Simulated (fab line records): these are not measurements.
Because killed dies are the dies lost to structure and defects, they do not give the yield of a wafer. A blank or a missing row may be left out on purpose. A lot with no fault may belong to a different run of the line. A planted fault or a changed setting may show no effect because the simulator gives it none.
fab line records | flow n5Finfet | part 2 of 2: steps 25 to 30 of 30
[record] lots = 5 wafers = 15 lastDay = 17
route steps=1938 shown PMOS_HMC_CHANNEL_EPI@87 FIN_SAQP@90
lots that met no fault: taken from a fault-free run of the same line
startH: the number of hours between the record's first day and the start of the first shown wafer of the lot | waitH: how many hours have passed since the lot's step before this one | " repeats the value in the row above | L1.1+2: a row that stands for several wafers | - no value present, or no start provided | * or withheld: withheld | < > ~ a bound
route shown NAME@n: a module of which the file shows steps, and the number in the route of the first | usual: average and standard deviation across the fault-free wafers | same: alike in all rows | chamber/n: place in a boat | sites: readings site by site | _std_site: the standard deviation of these | _edge_site: inner sites' mean taken away from outer sites' mean | radiusMm: for every site, how far away it sits from the centre of the wafer | mask NAME#n: copy n | behind: the last tool/chamber to shape the wafer | hold: what put the lot on hold/how long, in hours/how the hold closed | device: names the non-switching transistor (n, p or np) | end of line: tests of these same wafers at the route's end | for a step that has no rows: nothing shown but its recipe | killed: dies lost to structure and defects at the first sort, not the wafer's yield | map: a wafer's dies, x killed, . not, _ none there
set.NAME: the setting that was run; set.NAME@STEP: the one run at that earlier step | model.NAME: the simulator's own value behind a step, which no gauge read
a table for each step, a row for each wafer; lots at some steps of the route
services: a tool's chamber out of use, with start hour (startH, from the record's first day; less than 0 if before it), hours out, and reason
[[steps]]
[step N5_FIN_SAQP_OVL_MEAS_17]
[recipe] pointsPerWafer = 44
[usual] FIN_CORE_OVL = -0.1/0.92
// columns lot.wafer tool chamber startH waitH FIN_CORE_OVL[nm]
L082.2 overlay-02 0 70.31 0.0 0.4
L082.5 " 0 " " -0.1
L082.6 " 0 " " 0.5
L086.1 overlay-01 0 94.35 0.0 1.8
L086.2 " 0 " " 1.0
L086.6 " 0 " " 1.2
L089.1 overlay-01 0 112.85 0.0 -0.4
L089.3 " 0 " " -3.0
L089.4 " 0 " " -1.9
L092.3 overlay-01 0 131.39 0.0 -0.5
L092.4 " 0 " " 0.6
L092.6 " 0 " " 1.7
L093.2 overlay-01 0 137.38 0.0 1.1
L093.3 " 0 " " 0.1
L093.6 " 0 " " -0.9
[step N5_FIN_SAQP_INSPECT_18]
[recipe] mode = adi inspectInstrument = brightfield
[usual] rawDefectCount = 412/120
// columns lot.wafer tool chamber startH waitH rawDefectCount
L082.2 defectInspect-02 - 70.34 0.0 467
L082.5 " - " " 502
L082.6 " - " " 351
L086.1 defectInspect-01 - 94.38 0.0 574
L086.2 " - " " 651
L086.6 " - " " 334
L089.1 defectInspect-02 - 112.87 0.0 368
L089.3 " - " " 261
L089.4 " - " " 341
L092.3 defectInspect-01 - 131.41 0.0 455
L092.4 " - " " 282
L092.6 " - " " 295
L093.2 defectInspect-02 - 137.41 0.0 379
L093.3 " - " " 212
L093.6 " - " " 256
[step N5_FIN_SAQP_DESCUM_21]
[recipe] chemistry = O2 timeS = 7.9 sourcePowerW = 50 biasPowerW = 20 pressureMtorr = 20 rfFrequencyHz = 2.712e+07 tempC = 40 resist = CAR-ArF o2FlowSccm = 225
[usual] drypumpMotorCurrentA = 5.6/0.43 o2FlowSccm = 225.0/0.73 oesProductAu = 0.78/0.096 rfVppV = 243.3/1.2 showerheadPlenumPTorr = 2.09/0.062 throttleValvePct = 20.3/0.32
// columns lot.wafer tool chamber startH waitH drypumpMotorCurrentA o2FlowSccm oesProductAu rfHoursCounterH rfVppV showerheadPlenumPTorr throttleValvePct
L082.2 rieDiel-01 2 70.37 0.0 5.6 225.1 0.71 247 244.2 2.14 20.6
L082.5 " 2 " " 5.6 224.7 0.71 - 243.8 2.14 20.6
L082.6 " 1 " " 5.6 223.6 0.70 - 244.9 2.17 20.2
L086.1 rieDiel-04 0 94.41 0.0 5.9 224.8 0.69 222 244.5 2.06 20.6
L086.2 " 1 " " 5.2 223.9 0.69 247 240.9 1.98 20.7
L086.6 " 0 " " 5.9 226.1 0.69 - 243.6 2.06 20.6
L089.1 rieDiel-02 2 112.91 0.0 6.2 223.8 0.97 0 244.0 2.06 19.9
L089.3 " 1 " " 5.4 224.8 0.84 55 243.4 2.05 19.9
L089.4 " 3 " " 6.1 224.6 0.73 - 244.1 2.08 20.5
L092.3 rieDiel-01 1 131.60 0.2 5.6 225.6 0.68 247 244.8 2.16 20.3
L092.4 " 2 " " 5.6 226.1 0.97 8 243.0 2.14 20.3
L092.6 " 2 " " 5.6 225.8 0.97 - 244.4 2.14 20.3
L093.2 rieDiel-04 2 137.47 0.1 5.0 224.5 0.88 37 243.6 2.14 20.1
L093.3 " 0 " " 5.8 225.0 0.68 240 243.3 2.05 20.6
L093.6 " 1 " " 5.2 225.0 0.94 - 246.3 2.24 20.2
[step N5_FIN_SAQP_ETCH_51]
[recipe] chemistry = CF4 target = SiARC targetDepthA = 455 maskMaterial = CAR-ArF timeS = 75.8 ionEnergyEv = 80 pressureMtorr = 40 sourceW = 545 biasW = 36 Ar_flow_sccm = 100 cf4FlowSccm = 100 ends = cleared
[usual] drypumpMotorCurrentA = 5.6/0.43 etchRfOnTimeS = 75.6/2.7 oesProductAu = 0.67/0.081 rfVppV = 184.2/1.1 showerheadPlenumPTorr = 2.15/0.059 throttleValvePct = 15.5/0.35
// columns lot.wafer tool chamber startH waitH drypumpMotorCurrentA etchRfOnTimeS oesProductAu rfHoursCounterH rfVppV showerheadPlenumPTorr throttleValvePct
L082.2 rieDiel-01 2 70.41 0.0 5.6 76.7 0.60 247 185.2 2.19 15.8
L082.5 " 2 " " 5.6 75.9 0.60 - 183.4 2.19 15.9
L082.6 " 1 " " 5.5 78.5 0.58 - 185.4 2.20 15.4
L086.1 rieDiel-04 0 94.44 0.0 5.9 77.6 0.58 222 181.6 2.12 16.0
L086.2 " 1 " " 5.2 72.4 0.60 247 182.0 2.04 15.9
L086.6 " 0 " " 5.8 77.7 0.58 - 184.5 2.12 15.9
L089.1 rieDiel-02 2 112.94 0.0 6.2 78.7 0.81 0 181.2 2.12 15.1
L089.3 " 1 " " 5.4 75.4 0.72 55 182.6 2.08 15.1
L089.4 " 3 " " 6.1 78.7 0.61 - 183.5 2.13 15.7
L092.3 rieDiel-01 1 131.64 0.0 5.6 79.9 0.56 247 185.6 2.19 15.5
L092.4 " 2 " " 5.6 73.0 0.81 8 184.6 2.19 15.4
L092.6 " 2 " " 5.6 73.6 0.81 - 184.5 2.19 15.4
L093.2 rieDiel-04 2 137.51 0.0 5.0 75.0 0.74 37 184.9 2.17 15.1
L093.3 " 0 " " 5.8 77.1 0.57 240 183.5 2.12 16.0
L093.6 " 1 " " 5.2 76.2 0.81 - 186.9 2.29 15.4
[step N5_FIN_SAQP_ETCH_52]
[recipe] chemistry = N2/H2 target = SOC targetDepthA = 1000 overetchA = 200 maskMaterial = SiARC tempC = 40 timeS = 150 ionEnergyEv = 200 pressureMtorr = 30 sourceW = 840 biasW = 150 n2FlowSccm = 200 h2FlowSccm = 200 ends = endPoint
[usual] drypumpMotorCurrentA = 5.6/0.43 oesProductAu = 0.70/0.082 rfVppV = 524.2/2.2 showerheadPlenumPTorr = 2.55/0.074 throttleValvePct = 17.75/0.25
// columns lot.wafer tool chamber startH waitH drypumpMotorCurrentA oesProductAu rfHoursCounterH rfVppV showerheadPlenumPTorr throttleValvePct
L082.2 rieDiel-01 2 70.46 0.0 5.6 0.62 247 527.8 2.60 18.01
L082.5 " 2 " " 5.6 0.63 - 526.5 2.60 18.01
L082.6 " 1 " " 5.5 0.62 - 525.8 2.61 17.58
L086.1 rieDiel-04 0 94.50 0.0 5.8 0.62 222 522.9 2.49 17.91
L086.2 " 1 " " 5.2 0.62 247 519.8 2.42 18.17
L086.6 " 0 " " 5.8 0.62 - 523.9 2.49 17.89
L089.1 rieDiel-02 2 113.00 0.0 6.2 0.88 0 522.9 2.51 17.29
L089.3 " 1 " " 5.4 0.75 55 521.2 2.48 17.42
L089.4 " 3 " " 6.1 0.65 - 523.1 2.51 17.83
L092.3 rieDiel-01 1 131.69 0.0 5.5 0.62 247 526.0 2.59 17.62
L092.4 " 2 " " 5.6 0.84 8 525.1 2.60 17.61
L092.6 " 2 " " 5.6 0.85 - 524.3 2.60 17.62
L093.2 rieDiel-04 2 137.56 0.0 5.0 0.77 37 526.0 2.60 17.70
L093.3 " 0 " " 5.9 0.61 240 522.7 2.48 17.93
L093.6 " 1 " " 5.2 0.85 - 529.5 2.74 17.64
[step N5_FIN_SAQP_STRIP_53]
[recipe] chemistry = N2/H2 tempC = 40 n2FlowSccm = 200 h2FlowSccm = 200 rfFrequencyHz = 6e+07
// columns lot.wafer tool chamber startH waitH
L082.2+5+6 rieDiel-01 2,2,1 70.56 0.0
L086.1+2+6 rieDiel-04 0,1,0 94.60 0.0
L089.1+3+4 rieDiel-02 2,1,3 113.09 0.0
L092.3+4+6 rieDiel-01 1,2,2 131.79 0.0
L093.2+3+6 rieDiel-04 2,0,1 137.66 0.0
[[services]]
// columns tool chamber startH hours kind
arfiScanner-02 - 49.49 1.0 pm
pecvd-03 1 54.69 5.9 repair
arfiScanner-01 - 55.55 1.0 pm
arfiScanner-03 - 56.73 3.9 pm
arfiScanner-02 - 60.41 0.7 repair
pecvd-04 0 61.93 7.2 repair
arfiScanner-03 - 66.62 1.3 pm
pecvd-03 1 72.48 25.0 repair
arfiScanner-02 - 81.00 1.3 pm
rieDiel-04 2 84.75 13.7 repair
arfiScanner-03 - 86.42 4.9 pm
pecvd-03 - 89.67 0.5 repair
pecvd-04 1 93.20 3.1 repair
arfiScanner-02 - 97.43 0.8 pm
arfiScanner-01 - 106.52 1.3 pm
arfiScanner-03 - 109.70 0.2 repair
rieDiel-01 0 114.92 6.0 repair
pecvd-04 2 115.95 6.9 repair
arfiScanner-03 - 116.75 1.0 pm
pecvd-01 - 120.19 2.0 repair
arfiScanner-03 - 125.50 0.8 pm
pecvd-01 - 126.90 0.9 repair
arfiScanner-03 - 130.59 4.8 repair
arfiScanner-03 - 135.71 1.5 repair
